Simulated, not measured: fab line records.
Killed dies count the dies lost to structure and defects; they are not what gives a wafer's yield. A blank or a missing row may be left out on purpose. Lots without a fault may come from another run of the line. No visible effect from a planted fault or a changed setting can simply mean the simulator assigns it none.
Which tool is to blame?	flow n5_finfet	21 lots with 63 wafers sampled at 6 steps, on a route of 1938 steps

## WHAT THE GAUGES SHOWED, per wafer
The record holds no reading of a measuring or inspecting step that can be judged against a usual standard deviation.

## EACH LOT AND THE TOOL THAT RAN IT (in order: tool; ch and the chambers of the sampled wafers; start)
lot	N5_BEOL_M0_DEP_125	N5_BEOL_M1_ETCH_74	N5_BEOL_M1_ETCH_63	N5_BEOL_M1_ETCH_64	N5_BEOL_M1_ETCH_41	N5_BEOL_M1_DEGAS_44
L074	pecvd-01 ch 0,1,2, day 6 04:41	rie_diel-05 ch 1,3, day 6 05:45	rie_diel-05 ch 1,3, day 6 05:46	rie_diel-05 ch 1,3, day 6 05:48	rie_diel-05 ch 1,2,3, day 6 08:05 or earlier	pvd_sputter-01, day 6 08:05
L075	pecvd-01 ch 0,1, day 6 15:23	rie_diel-05 ch 2,3, day 6 18:02	rie_diel-05 ch 2,3, day 6 18:03	rie_diel-05 ch 2,3, day 6 18:05	rie_diel-01 ch 0,1,2, day 6 22:29 or earlier	pvd_sputter-02, day 6 22:29
L077	pecvd-03 ch 0,1,2, day 6 17:21	rie_diel-01 ch 0,3, day 6 18:53	rie_diel-01 ch 0,3, day 6 18:55	rie_diel-01 ch 0,3, day 6 18:56	rie_diel-05 ch 1,3, day 6 22:38 or earlier	pvd_sputter-02, day 6 22:38
L078	pecvd-01 ch 0,2, day 6 20:05	rie_diel-05 ch 0,1, day 6 21:44	rie_diel-05 ch 0,1, day 6 21:45	rie_diel-05 ch 0,1, day 6 21:47	rie_diel-01 ch 0,1,2, day 7 01:31 or earlier	pvd_sputter-03, day 7 01:31
L079	pecvd-03 ch 0,1,2, day 7 06:23	rie_diel-01 ch 0,1,3, day 7 08:29	rie_diel-01 ch 0,1,3, day 7 08:31	rie_diel-01 ch 0,1,3, day 7 08:32	rie_diel-06 ch 0,2,3, day 7 11:03 or earlier	pvd_sputter-03, day 7 11:03
L080	pecvd-01 ch 1,2, day 7 15:55	rie_diel-05 ch 1,3, day 7 17:23	rie_diel-05 ch 1,3, day 7 17:24	rie_diel-05 ch 1,3, day 7 17:26	rie_diel-05 ch 0,3, day 7 23:52 or earlier	pvd_sputter-02, day 7 23:52
L081	pecvd-02 ch 0,1,2, day 7 19:53	rie_diel-06 ch 1,2,3, day 7 22:50	rie_diel-06 ch 1,2,3, day 7 22:51	rie_diel-06 ch 1,2,3, day 7 22:53	rie_diel-06 ch 0,2,3, day 8 02:43 or earlier	pvd_sputter-03, day 8 02:43
L082	pecvd-03 ch 0,1,2, day 7 19:55	rie_diel-06 ch 1,2,3, day 7 23:05	rie_diel-06 ch 1,2,3, day 7 23:06	rie_diel-06 ch 1,2,3, day 7 23:08	rie_diel-01 ch 1,2,3, day 8 02:44 or earlier	pvd_sputter-02, day 8 02:44
L083	pecvd-02 ch 0,1,2, day 8 03:14	rie_diel-01 ch 0,1, day 8 05:32	rie_diel-01 ch 0,1, day 8 05:32	rie_diel-01 ch 0,1, day 8 05:34	rie_diel-01 ch 0,2, day 8 13:04 or earlier	pvd_sputter-02, day 8 13:04
L084	pecvd-03 ch 0,1,2, day 8 17:20	rie_diel-06 ch 0,2,3, day 8 20:05	rie_diel-06 ch 0,2,3, day 8 20:06	rie_diel-06 ch 0,2,3, day 8 20:08	rie_diel-05 ch 2,3, day 8 22:32 or earlier	pvd_sputter-01, day 8 22:32
L086	pecvd-02 ch 2, day 9 15:14	rie_diel-05 ch 2,3, day 9 16:16	rie_diel-05 ch 2,3, day 9 16:17	rie_diel-05 ch 2,3, day 9 16:19	rie_diel-01 ch 1,2, day 9 23:12 or earlier	pvd_sputter-03, day 9 23:12
L088	pecvd-03 ch 0,1,2, day 9 15:44	rie_diel-05 ch 0,1,2, day 9 16:36	rie_diel-05 ch 0,1,2, day 9 16:37	rie_diel-05 ch 0,1,2, day 9 16:38	rie_diel-01 ch 0,1,2, day 10 00:01 or earlier	pvd_sputter-02, day 10 00:01
L089	pecvd-03 ch 1,2, day 9 23:26	rie_diel-06 ch 1,2, day 10 00:25	rie_diel-06 ch 1,2, day 10 00:26	rie_diel-06 ch 1,2, day 10 00:28	rie_diel-01 ch 1,2,3, day 10 04:13 or earlier	pvd_sputter-01, day 10 04:13
L090	pecvd-02 ch 0,1,2, day 10 01:46	rie_diel-05 ch 0,2,3, day 10 02:40	rie_diel-05 ch 0,2,3, day 10 02:41	rie_diel-05 ch 0,2,3, day 10 02:43	rie_diel-06 ch 1,2, day 10 07:22 or earlier	pvd_sputter-03, day 10 07:22
L091	pecvd-02 ch 0,1, day 10 02:01	rie_diel-01 ch 0,1,3, day 10 05:04	rie_diel-01 ch 0,1,3, day 10 05:05	rie_diel-01 ch 0,1,3, day 10 05:07	rie_diel-01 ch 1,2,3, day 10 20:01 or earlier	pvd_sputter-01, day 10 20:01
L093	pecvd-01 ch 1,2, day 10 20:03	rie_diel-06 ch 1,3, day 10 21:19	rie_diel-06 ch 1,3, day 10 21:20	rie_diel-06 ch 1,3, day 10 21:22	rie_diel-06 ch 0,1, day 11 00:50 or earlier	pvd_sputter-02, day 11 00:50
L092	pecvd-01 ch 1,2, day 10 22:20	rie_diel-01 ch 0,1,3, day 11 01:03	rie_diel-01 ch 0,1,3, day 11 01:04	rie_diel-01 ch 0,1,3, day 11 01:05	rie_diel-05 ch 2,3, day 11 04:19 or earlier	pvd_sputter-02, day 11 04:19
L094	pecvd-03 ch 0,1, day 10 23:37	rie_diel-06 ch 0,3, day 11 01:17	rie_diel-06 ch 0,3, day 11 01:18	rie_diel-06 ch 0,3, day 11 01:20	rie_diel-06 ch 0,1,3, day 11 04:29 or earlier	pvd_sputter-02, day 11 04:29
L095	pecvd-03 ch 0,1,2, day 11 06:19	rie_diel-05 ch 1,2,3, day 11 08:18	rie_diel-05 ch 1,2,3, day 11 08:19	rie_diel-05 ch 1,2,3, day 11 08:21	rie_diel-06 ch 0,1,2, day 11 17:12 or earlier	pvd_sputter-03, day 11 17:12
L096	pecvd-02 ch 0,1,2, day 11 15:16	rie_diel-01 ch 0,1,2, day 11 17:29	rie_diel-01 ch 0,1,2, day 11 17:31	rie_diel-01 ch 0,1,2, day 11 17:32	rie_diel-06 ch 0,2,3, day 11 22:22 or earlier	pvd_sputter-01, day 11 22:22
L097	pecvd-01 ch 0,1,2, day 12 00:01	rie_diel-05 ch 0,1,3, day 12 02:53	rie_diel-05 ch 0,1,3, day 12 02:53	rie_diel-05 ch 0,1,3, day 12 02:55	rie_diel-06 ch 1,2,3, day 12 06:58 or earlier	pvd_sputter-03, day 12 06:58
- N5_BEOL_M0_DEP_125: deposits SiCN from 3MS/NH3, target thk 8 nm, time 14 s.
- N5_BEOL_M1_ETCH_74: etches underlayer in N2/H2, target depth 6.5 nm, time 5.2 s.
- N5_BEOL_M1_ETCH_63: etches SiARC in CF4, target depth 15.6 nm, time 26 s.
- N5_BEOL_M1_ETCH_64: etches SOC in N2/H2, target depth 75 nm, overetch 15 nm, time 112.5 s.
- N5_BEOL_M1_ETCH_41: etches SiCN in CH3F/O2, target depth 31.9 nm, time 57.8 s.
- N5_BEOL_M1_DEGAS_44: time 60 s.

## WHAT THE TOOLS THEMSELVES READ (means of the sampled wafers that have a number; where no wafer has one, the mark that the record gives instead)
N5_BEOL_M0_DEP_125. Usual: showerhead_plenum_p_Torr 3.663 Torr, standard deviation 0.012; throttle_valve_pct 9.1 %, standard deviation 0.63.
lot	tool	showerhead_plenum_p_Torr (Torr)	throttle_valve_pct (%)	flag
L074	pecvd-01	3.675	9.1	
L075	pecvd-01	3.679	9.9	
L077	pecvd-03	3.653	8.7	
L078	pecvd-01	3.660	8.4	
L079	pecvd-03	3.664	8.8	
L080	pecvd-01	3.662	9.0	
L081	pecvd-02	3.668	9.6	
L082	pecvd-03	3.656	8.7	
L083	pecvd-02	3.661	9.7	
L084	pecvd-03	3.660	8.8	
L086	pecvd-02	3.678	9.6	
L088	pecvd-03	3.653	8.7	
L089	pecvd-03	3.657	8.7	
L090	pecvd-02	3.660	9.7	
L091	pecvd-02	3.664	9.7	
L093	pecvd-01	3.669	9.7	
L092	pecvd-01	3.673	9.7	
L094	pecvd-03	3.656	9.0	
L095	pecvd-03	3.663	8.8	
L096	pecvd-02	3.658	9.6	
L097	pecvd-01	3.674	9.0	

N5_BEOL_M1_ETCH_74. Usual: value, then standard deviation, for each; drypump_motor_current_A 5.8 A / 0.43; etch_rf_on_time_s 5.22 s / 0.13; h2_flow_sccm 200.0 sccm / 0.61; oes_product_au 0.66 a.u. / 0.081; rf_vpp_V 524.0 V / 2.8; showerhead_plenum_p_Torr 2.56 Torr / 0.089; throttle_valve_pct 17.99 % / 0.27.
lot	tool	drypump_motor_current_A (A)	etch_rf_on_time_s (s)	h2_flow_sccm (sccm)	oes_product_au (a.u.)	rf_vpp_V (V)	showerhead_plenum_p_Torr (Torr)	throttle_valve_pct (%)	flag
L074	rie_diel-05	6.0	5.30	200.3	0.63	526.5	2.65	18.03	
L075	rie_diel-05	5.8	5.21	200.2	0.63	526.9	2.65	18.22	
L077	rie_diel-01	6.4	5.15	200.2	0.61	522.8	2.53	17.98	
L078	rie_diel-05	6.0	5.31	200.0	0.60	523.7	2.56	17.90	
L079	rie_diel-01	5.8	5.13	199.7	0.61	524.1	2.55	18.04	
L080	rie_diel-05	6.1	5.29	200.4	0.60	526.3	2.63	17.96	
L081	rie_diel-06	6.0	5.06	200.4	0.68	522.3	2.52	18.15	
L082	rie_diel-06	6.0	5.14	200.3	0.67	522.3	2.52	18.15	
L083	rie_diel-01	6.1	5.07	200.7	0.62	524.0	2.56	17.96	
L084	rie_diel-06	5.7	5.18	200.0	0.65	519.9	2.43	18.14	
L086	rie_diel-05	5.6	5.39	200.0	0.72	525.5	2.62	18.07	
L088	rie_diel-05	5.7	5.30	199.9	0.74	524.2	2.55	17.82	
L089	rie_diel-06	6.1	5.15	200.3	0.62	524.6	2.57	18.34	
L090	rie_diel-05	5.6	5.39	199.8	0.66	525.0	2.56	18.06	
L091	rie_diel-01	5.9	5.07	199.9	0.68	524.8	2.55	17.89	
L093	rie_diel-06	6.0	5.19	200.1	0.71	524.0	2.53	17.90	
L092	rie_diel-01	5.8	5.10	199.3	0.67	525.0	2.54	17.90	
L094	rie_diel-06	5.8	5.18	200.0	0.77	522.8	2.55	17.72	
L095	rie_diel-05	5.8	5.29	200.3	0.72	525.2	2.62	17.90	
L096	rie_diel-01	5.9	5.24	200.4	0.60	523.0	2.52	17.89	
L097	rie_diel-05	5.8	5.31	200.1	0.67	525.2	2.56	17.88	

N5_BEOL_M1_ETCH_63. Usual: drypump_motor_current_A 5.8 A, standard deviation 0.43; etch_rf_on_time_s 26.2 s, standard deviation 0.67; oes_product_au 0.67 a.u., standard deviation 0.08; rf_vpp_V 184.1 V, standard deviation 1.1; showerhead_plenum_p_Torr 2.15 Torr, standard deviation 0.07; throttle_valve_pct 15.71 %, standard deviation 0.25.
lot	tool	drypump_motor_current_A (A)	etch_rf_on_time_s (s)	oes_product_au (a.u.)	rf_vpp_V (V)	showerhead_plenum_p_Torr (Torr)	throttle_valve_pct (%)	flag
L074	rie_diel-05	6.0	26.2	0.63	184.7	2.22	15.70	
L075	rie_diel-05	5.7	26.5	0.63	184.5	2.22	15.90	
L077	rie_diel-01	6.4	25.6	0.62	184.5	2.12	15.79	
L078	rie_diel-05	5.9	27.1	0.60	183.8	2.15	15.61	
L079	rie_diel-01	5.8	26.0	0.60	183.6	2.15	15.84	
L080	rie_diel-05	6.1	26.7	0.60	185.3	2.20	15.66	
L081	rie_diel-06	5.9	25.6	0.68	184.3	2.12	15.83	
L082	rie_diel-06	6.0	25.5	0.68	184.1	2.12	15.84	
L083	rie_diel-01	6.1	25.7	0.62	183.8	2.16	15.75	
L084	rie_diel-06	5.7	26.1	0.65	182.7	2.06	15.90	
L086	rie_diel-05	5.6	26.8	0.71	185.8	2.21	15.73	
L088	rie_diel-05	5.7	26.5	0.74	184.3	2.15	15.49	
L089	rie_diel-06	6.1	25.2	0.63	183.5	2.15	16.00	
L090	rie_diel-05	5.6	26.4	0.67	183.3	2.16	15.74	
L091	rie_diel-01	5.8	25.4	0.68	184.1	2.14	15.70	
L093	rie_diel-06	6.0	26.5	0.70	183.7	2.13	15.65	
L092	rie_diel-01	5.8	25.2	0.68	184.2	2.14	15.71	
L094	rie_diel-06	5.7	26.0	0.77	184.2	2.16	15.53	
L095	rie_diel-05	5.8	26.5	0.72	184.8	2.20	15.56	
L096	rie_diel-01	5.9	26.1	0.60	183.7	2.13	15.71	
L097	rie_diel-05	5.8	26.6	0.67	184.1	2.15	15.56	

N5_BEOL_M1_ETCH_64. Usual: drypump_motor_current_A 5.9 A, standard deviation 0.43; h2_flow_sccm 200.0 sccm, standard deviation 0.61; oes_product_au 0.62 a.u., standard deviation 0.073; rf_vpp_V 524.1 V, standard deviation 2.6; showerhead_plenum_p_Torr 2.56 Torr, standard deviation 0.089; throttle_valve_pct 17.95 %, standard deviation 0.27.
lot	tool	drypump_motor_current_A (A)	h2_flow_sccm (sccm)	oes_product_au (a.u.)	rf_vpp_V (V)	showerhead_plenum_p_Torr (Torr)	throttle_valve_pct (%)	flag
L074	rie_diel-05	6.0	199.4	0.60	526.2	2.65	18.00	
L075	rie_diel-05	5.7	200.2	0.59	527.2	2.65	18.18	
L077	rie_diel-01	6.4	200.1	0.57	522.9	2.53	17.96	
L078	rie_diel-05	6.0	200.4	0.56	524.1	2.56	17.87	
L079	rie_diel-01	5.8	199.9	0.56	525.3	2.55	18.00	
L080	rie_diel-05	6.1	200.4	0.57	526.0	2.63	17.93	
L081	rie_diel-06	6.0	199.4	0.63	522.5	2.52	18.10	
L082	rie_diel-06	5.9	199.8	0.62	522.8	2.52	18.10	
L083	rie_diel-01	6.1	200.0	0.57	524.5	2.56	17.91	
L084	rie_diel-06	5.7	200.2	0.60	519.8	2.43	18.10	
L086	rie_diel-05	5.6	200.4	0.68	526.1	2.62	18.05	
L088	rie_diel-05	5.7	200.4	0.69	524.3	2.55	17.78	
L089	rie_diel-06	6.1	199.0	0.57	524.7	2.56	18.29	
L090	rie_diel-05	5.6	199.7	0.63	523.8	2.56	18.04	
L091	rie_diel-01	5.8	200.3	0.63	524.0	2.55	17.86	
L093	rie_diel-06	6.0	199.9	0.65	523.1	2.53	17.85	
L092	rie_diel-01	5.9	200.0	0.62	524.2	2.54	17.86	
L094	rie_diel-06	5.8	200.2	0.72	524.5	2.55	17.70	
L095	rie_diel-05	5.9	200.4	0.68	526.2	2.62	17.85	
L096	rie_diel-01	5.9	199.9	0.56	523.7	2.52	17.86	
L097	rie_diel-05	5.9	199.3	0.63	524.1	2.56	17.85	

N5_BEOL_M1_ETCH_41. Usual: drypump_motor_current_A 5.8 A, standard deviation 0.45; oes_product_au 0.78 a.u., standard deviation 0.1; rf_vpp_V 297.5 V, standard deviation 1.7; showerhead_plenum_p_Torr 2.01 Torr, standard deviation 0.076; throttle_valve_pct 16.43 %, standard deviation 0.21.
lot	tool	drypump_motor_current_A (A)	oes_product_au (a.u.)	rf_vpp_V (V)	showerhead_plenum_p_Torr (Torr)	throttle_valve_pct (%)	flag
L074	rie_diel-05	5.8	0.71	299.0	2.07	16.54	
L075	rie_diel-01	5.9	0.72	297.5	2.00	16.34	
L077	rie_diel-05	6.0	0.74	299.2	2.07	16.43	
L078	rie_diel-01	5.9	0.73	298.3	2.00	16.35	
L079	rie_diel-06	5.7	0.77	296.2	1.92	16.58	
L080	rie_diel-05	5.6	0.75	296.3	1.98	16.40	
L081	rie_diel-06	5.7	0.77	295.4	1.92	16.58	
L082	rie_diel-01	5.6	0.70	297.7	1.99	16.46	
L083	rie_diel-01	6.5	0.73	296.5	1.97	16.34	
L084	rie_diel-05	5.6	0.87	298.6	2.07	16.45	
L086	rie_diel-01	5.6	0.71	297.4	1.97	16.30	
L088	rie_diel-01	5.9	0.71	296.9	1.99	16.39	
L089	rie_diel-01	5.6	0.79	297.5	1.98	16.31	
L090	rie_diel-06	5.9	0.70	296.9	1.94	16.73	
L091	rie_diel-01	5.6	0.78	297.4	1.98	16.31	
L093	rie_diel-06	5.7	0.90	299.8	2.12	16.42	
L092	rie_diel-05	5.6	0.83	299.1	2.06	16.47	
L094	rie_diel-06	5.8	0.86	298.4	2.06	16.39	
L095	rie_diel-06	5.8	0.89	298.9	2.11	16.44	
L096	rie_diel-06	5.7	0.93	298.0	2.07	16.33	
L097	rie_diel-06	6.0	0.85	298.3	2.05	16.43	

N5_BEOL_M1_DEGAS_44. Usual: 334 W for heater_power_w, sd 39.
lot	tool	heater_power_w (W)	flag
L074	pvd_sputter-01	343	
L075	pvd_sputter-02	314	
L077	pvd_sputter-02	347	
L078	pvd_sputter-03	322	
L079	pvd_sputter-03	323	
L080	pvd_sputter-02	335	
L081	pvd_sputter-03	304	
L082	pvd_sputter-02	336	
L083	pvd_sputter-02	324	
L084	pvd_sputter-01	370	
L086	pvd_sputter-03	277	
L088	pvd_sputter-02	333	
L089	pvd_sputter-01	382	
L090	pvd_sputter-03	302	
L091	pvd_sputter-01	369	
L093	pvd_sputter-02	327	
L092	pvd_sputter-02	327	
L094	pvd_sputter-02	349	
L095	pvd_sputter-03	323	
L096	pvd_sputter-01	354	
L097	pvd_sputter-03	327	

## THE ANSWER, worked out from the rows above alone
Rule: a lot counts as off when the mean over its wafers that have a number is more than 3 standard deviations away from the usual mean. A lot without any number at a reading at which 4 lots or more have one is off too. Where the step has rows for the other lots, those lots are counted as sound. First the gauges in route order, then the tools' own readings, where a lot's mean is used as printed above. At the first step where some lot is off, the reading lying furthest off is the one used; lots without a number count as furthest.
No lot is off at any reading shown: from this, nothing can be told.

## WHAT THE SIMULATOR HAD INSERTED
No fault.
